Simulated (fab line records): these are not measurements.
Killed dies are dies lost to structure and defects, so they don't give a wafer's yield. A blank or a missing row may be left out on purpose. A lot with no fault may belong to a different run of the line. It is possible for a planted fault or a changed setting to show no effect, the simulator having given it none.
Struck lot and sound lot, side by side | flow n5_finfet | 39 out of 1938 route steps
Sound: these wafers, L815.1, L815.5, L815.6. Wafers struck: L803.1, L803.2, L803.6. The cause comes at the end.
At each step with rows: each side's tool, then ch and its chambers, then its first start. Under that, the readings that differ: sound wafers | struck wafers | difference of the means | sigmas: that difference in standard deviations of wafers without a fault.
alike: same words and numbers on both sides, and readings whose means sit less than 2 such deviations apart. not compared: any withheld reading, any reading some wafer has no value for, any bound like >300 that may hide the same value, and any number with overlapping values for which the record gives no deviation.
The two part at a step that has a row with sigmas, a row that says differs or no value, or rows on one side only. Numbers that have no deviation but don't overlap get no sigmas and don't part them. A reading missing from all wafers of one side parts the sides only when that side holds two or more wafers.

first, 11 steps without rows for these wafers: N5_BEOL_M0_CUTY_DESCUM_61 (chemistry O2, time 7.9 s); N5_BEOL_M0_CUTY_ETCH_62 (etches SiARC in CF4, time 58.5 s); N5_BEOL_M0_CUTY_ETCH_63 (etches SOC in N2/H2, target depth 82.7 nm, overetch 16.5 nm, time 124 s); N5_BEOL_M0_CUTY_STRIP_64 (strips in N2/H2); N5_BEOL_M0_ETCH_138 (etches SiCN in CH3F/O2, target depth 12 nm, time 31.6 s); N5_BEOL_M0_HM_OPEN_105 (chemistry Cl2/BCl3, target TiN, target depth 12 nm); N5_BEOL_M0_STRIP_140 (strips in CF4); N5_BEOL_M0_STRIP_104 (strips in N2/H2); N5_BEOL_M0_WET_ETCH_106 (etches SiO2 in DHF, target depth 130 nm, rinse time 30 s); N5_BEOL_M0_ETCH_128 (etches SiCN in CF4/N2, target depth 12 nm, overetch 5.1 nm, time 21.4 s); N5_BEOL_M0_TRENCH_ETCH_107 (etches SiOC in C4F6/O2, target depth 32.8 nm, time 16.4 s).
N5_BEOL_M0_STRIP_142: strips in N2/H2, time 10 s.
  sound on rie_diel-03 ch 0,3, day 11 06:07; struck on rie_diel-06 ch 1,2, day 8 15:25
  no value came back on the struck wafers for any of 7 readings (bias_power_w (W), chamber_pressure_mTorr (mTorr) and others); on the sound wafers bias_power_w (W) reads 7.000 6.986 6.997
  not compared: rf_hours_counter_h
then, 25 steps without rows for these wafers: N5_BEOL_M0_HM_STRIP_129 (strips TiN in peroxide tin strip, target depth 17 nm, time 108 s); N5_BEOL_M0_SRD_130 (time 30 s); N5_BEOL_M0_ETCH_109 (etches SiCN in CH3F/O2, target depth 8 nm, overetch 2.4 nm, time 27.4 s); N5_BEOL_M0_STRIP_139 (strips in post etch residue remover, time 60 s); N5_BEOL_M0_SRD_111 (time 30 s); N5_BEOL_M0_DEGAS_112 (time 60 s); N5_BEOL_M0_PRE_CLEAN_113 (time 30 s); N5_BEOL_M0_ALD_136 (deposits TaN, pulse time 2 s, purge time 3 s, co reactant purge time 2 s); N5_BEOL_M0_SURFACE_TREAT_137; N5_BEOL_M0_CVD_115 (deposits Co from CCTBA/H2, time 120 s); N5_BEOL_M0_SPUTTER_116 (material Cu, target thk 4 nm, time 7.37 s); N5_BEOL_M0_ANNEAL_117 (time 60 s); N5_BEOL_M0_SPUTTER_132 (material Cu, target thk 4 nm, time 7.37 s); N5_BEOL_M0_ANNEAL_133 (time 60 s); N5_BEOL_M0_SPUTTER_134 (material Cu, target thk 4 nm, time 7.37 s); N5_BEOL_M0_ANNEAL_135 (time 60 s); N5_BEOL_M0_SPUTTER_141 (material Cu, target thk 4 nm, time 7.37 s); N5_BEOL_M0_ECD_118 (material Cu, target thk 300 nm); N5_BEOL_M0_ANNEAL_119 (time 90 s); N5_BEOL_M0_CMP_120 (polishes, stops on SiOC, t overpolish 6.9 s); N5_BEOL_M0_PRE_CLEAN_131 (time 15 s); N5_BEOL_M0_CO_CAP_123 (material Co, precursor CCTBA/H2, target thk 2 nm, time 102.1 s); N5_BEOL_M0_PRE_CLEAN_124 (time 15 s); N5_BEOL_M0_DEP_125 (deposits SiCN from 3MS/NH3, target thk 8 nm, time 14 s); N5_BEOL_M1_ILD_DEP_00 (deposits SiOC from DEMS/O2, target thk 79 nm, time 15.3 s).
N5_BEOL_M4_RC_MEAS_101:
  sound on prober-01 ch 0, day 13 10:31; struck on prober-02 ch 0, day 10 10:51
  reading   | sound          | struck         | difference | sigmas
  VT_P (mV) | -259 -258 -255 | -246 -246 -246 | +11        | +3
  alike: DIBL_N, DIBL_P, IOFF_N, IOFF_P, ION_N, ION_P, SS_N, SS_P, VT_N
-- a jump in the record: the struck wafers' starts before and after are 4 days apart (it breaks off in module BEOL_M4 and resumes in module PASSIVATION, where the first step shown is number 1936 of the route) --
N5_PASSIVATION_PROBE_49:
  sound on prober-01, day 17 15:41; struck on prober-01, day 14 19:01
  reading                  | sound          | struck         | difference | sigmas
  defect_limited_yield (%) | 93.3 94.0 90.9 | 86.0 87.0 86.4 | -6.3       | -4
  killed_at_M0_to_M3       | 19 18 27       | 110 97 108     | +84        | +8
  killed_at_contacts       | 20 25 18       | 6 8 4          | -15        | -2
  killed_dies              | 79 71 107      | 165 153 160    | +74        | +4
  killed_on_rim            | 14 4 14        | 18 19 21       | +9         | +2
  killed_open              | 54 45 71       | 121 112 122    | +62        | +4
  sort_bin_5_function (%)  | 3.9 3.5 5.8    | 8.1 7.4 8.3    | +3.5       | +3
  sort_bin_6_memory (%)    | 2.5 2.2 3.1    | 5.6 5.2 5.2    | +2.7       | +4
  sort_bin_8_speed (%)     | 0.93 0 0       | 0 0 0          | +0         | -4
  sort_n_pass              | 1090 1109 1073 | 1015 1027 1020 | -70        | -4
  sort_yield_pct (%)       | 92.4 94.0 90.9 | 86.0 87.0 86.4 | -6.0       | -4
  alike: killed_at_M4_up, killed_at_front_end, killed_at_other, killed_short

WHERE THEY PART
First at N5_BEOL_M0_STRIP_142; last, within this record, at N5_PASSIVATION_PROBE_49.

WHY: what had been put in by the simulator
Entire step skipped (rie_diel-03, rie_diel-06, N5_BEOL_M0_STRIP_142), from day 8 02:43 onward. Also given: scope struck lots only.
